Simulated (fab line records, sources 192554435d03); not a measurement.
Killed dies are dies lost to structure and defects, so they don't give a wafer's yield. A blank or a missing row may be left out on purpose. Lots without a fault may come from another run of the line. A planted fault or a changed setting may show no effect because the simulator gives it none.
Split-lot experiment | flow n5_finfet | 7 lots, 39 wafers read, on a route of 1938 steps

THE SPLIT
At N5_BEOL_M10_VIA_ETCH_34 (etches SiCOH lowk in C4F6/O2, target depth 184.5 nm, time 69.2 s), the setting time_s was moved away from the recipe's 69.2 s on 15 of the 39 wafers read, by -46.0% to +58.7%. The other wafers ran this setting at the recipe's value.

The reading is taken at the split's own step.

THE READING
SOC_of_BEOL_M10_COAT_63.thk_nm (the simulator's own value, which no gauge read), in nm, at N5_BEOL_M10_VIA_ETCH_34 (etches SiCOH lowk in C4F6/O2, target depth 184.5 nm, time 69.2 s). The file gives no usual value for it. The 24 wafers here that ran the recipe average 91.8 nm, standard deviation 0.34 nm.

wafer  | tool, chamber at the split | time_s as run, s | against the recipe | SOC_of_BEOL_M10_COAT_63.thk_nm, nm | against lot-mates on the recipe
L074.1 | rie_diel-01, 0             | 49.62            | -28.3%             | 94.2                               | +2.3
L074.2 | rie_diel-01, 3             | 69.2             | recipe             | 92                                 | -
L074.3 | rie_diel-01, 2             | 49.62            | -28.3%             | 94                                 | +2.1
L074.4 | rie_diel-01, 1             | 49.62            | -28.3%             | 94.6                               | +2.7
L074.5 | rie_diel-01, 1             | 69.2             | recipe             | 92                                 | -
L074.6 | rie_diel-01, 0             | 69.2             | recipe             | 91.8                               | -
L076.1 | rie_diel-05, 2             | 42.69            | -38.3%             | 95.4                               | +3.0
L076.2 | rie_diel-05, 3             | 69.2             | recipe             | 92.4                               | -
L076.3 | rie_diel-05, 1             | 69.2             | recipe             | 92.2                               | -
L076.4 | rie_diel-05, 0             | 42.69            | -38.3%             | 95.4                               | +3.0
L076.5 | rie_diel-05, 2             | 69.2             | recipe             | 92.6                               | -
L076.6 | rie_diel-05, 1             | 42.69            | -38.3%             | 95.4                               | +3.0
L079.1 | rie_diel-01, 3             | 69.2             | recipe             | 91.6                               | -
L079.2 | rie_diel-01, 2             | 69.2             | recipe             | 91.4                               | -
L079.3 | rie_diel-01, 0             | 69.2             | recipe             | 91.8                               | -
L079.4 | rie_diel-01, 2             | 69.2             | recipe             | 91.6                               | -
L079.5 | rie_diel-01, 0             | 69.2             | recipe             | 91.6                               | -
L079.6 | rie_diel-01, 3             | 69.2             | recipe             | 91.8                               | -
L082.1 | rie_diel-03, 3             | 69.2             | recipe             | 92                                 | -
L082.3 | rie_diel-03, 0             | 69.2             | recipe             | 91.6                               | -
L082.6 | rie_diel-03, 0             | 69.2             | recipe             | 91.6                               | -
L088.1 | rie_diel-03, 3             | 109.8            | +58.7%             | 87.8                               | -3.9
L088.2 | rie_diel-03, 1             | 69.2             | recipe             | 91.6                               | -
L088.3 | rie_diel-03, 0             | 109.8            | +58.7%             | 87.8                               | -3.9
L088.4 | rie_diel-03, 2             | 69.2             | recipe             | 91.6                               | -
L088.5 | rie_diel-03, 1             | 109.8            | +58.7%             | 86.8                               | -4.9
L088.6 | rie_diel-03, 2             | 69.2             | recipe             | 92                                 | -
L091.1 | rie_diel-01, 1             | 69.2             | recipe             | 91.4                               | -
L091.2 | rie_diel-01, 2             | 69.2             | recipe             | 91.2                               | -
L091.3 | rie_diel-01, 3             | 37.37            | -46.0%             | 95.2                               | +3.9
L091.4 | rie_diel-01, 0             | 37.37            | -46.0%             | 95.4                               | +4.1
L091.5 | rie_diel-01, 3             | 69.2             | recipe             | 91.4                               | -
L091.6 | rie_diel-01, 0             | 37.37            | -46.0%             | 95.4                               | +4.1
L093.1 | rie_diel-03, 2             | 69.2             | recipe             | 91.8                               | -
L093.2 | rie_diel-03, 3             | 69.2             | recipe             | 92.4                               | -
L093.3 | rie_diel-03, 1             | 39.18            | -43.4%             | 95.6                               | +3.5
L093.4 | rie_diel-03, 0             | 69.2             | recipe             | 92                                 | -
L093.5 | rie_diel-03, 3             | 39.18            | -43.4%             | 95.6                               | +3.5
L093.6 | rie_diel-03, 2             | 39.18            | -43.4%             | 95.4                               | +3.3

THE FIT
A straight line over all 39 wafers: SOC_of_BEOL_M10_COAT_63.thk_nm changes by -0.08 nm for each +1% of time_s; r = -0.99; the points scatter about the line by 0.37 nm.
The same after taking each lot's own level away (the mean of its wafers on the recipe; 39 wafers): -0.0782 nm for each +1%; r = -0.99; scatter 0.24 nm.
On that fit, the largest move of time_s shifts the reading by 4.6 nm.
The lots' own levels span 91.33 to 92.40 nm, that is 3.1 times the standard deviation above.
So the lot-to-lot level changes the slope little: the two slopes agree.
Check: with one of the wafers moved furthest among these (+58.7%) left out of the fit, the line predicts -4.65 nm for it against its lot-mates. It came out at -3.93 nm against them.

OTHER SPLITS ON THESE WAFERS
These wafers also went through other splits before the reading. Each is held against what the fit with the lots' levels taken away leaves over:
other split on the same wafers    | wafers away from the commonest value | r with SOC_of_BEOL_M10_COAT_63.thk_nm (lot level and that fit taken away)
N5_BEOL_M3_HM_DEP_02 target_thk_a | 15                                   | +0.01
N5_BEOL_M6_ILD_DEP_00 time_s      | 12                                   | -0.05
N5_BEOL_M9_DEP_56 time_s          | 12                                   | +0.05

THE WHOLE CHAIN: every reading that the file lists as answering this split, in the file's order
step                    | what it does                                                     | reading                                                                         | change (the file's fit)                | r (the file's)
N5_BEOL_M10_VIA_ETCH_34 | etches SiCOH lowk in C4F6/O2, target depth 184.5 nm, time 69.2 s | etch.depth_nm (the simulator's own value, which no gauge read)                  | +1.79 nm for each +1% of the setting   | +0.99
N5_BEOL_M10_VIA_ETCH_34 | etches SiCOH lowk in C4F6/O2, target depth 184.5 nm, time 69.2 s | SOC_of_BEOL_M10_COAT_63.thk_nm (the simulator's own value, which no gauge read) | -0.0789 nm for each +1% of the setting | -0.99

THE FILE'S OWN FIT
SOC_of_BEOL_M10_COAT_63.thk_nm changes by -0.0789 nm for each +1% of time_s, r = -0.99.
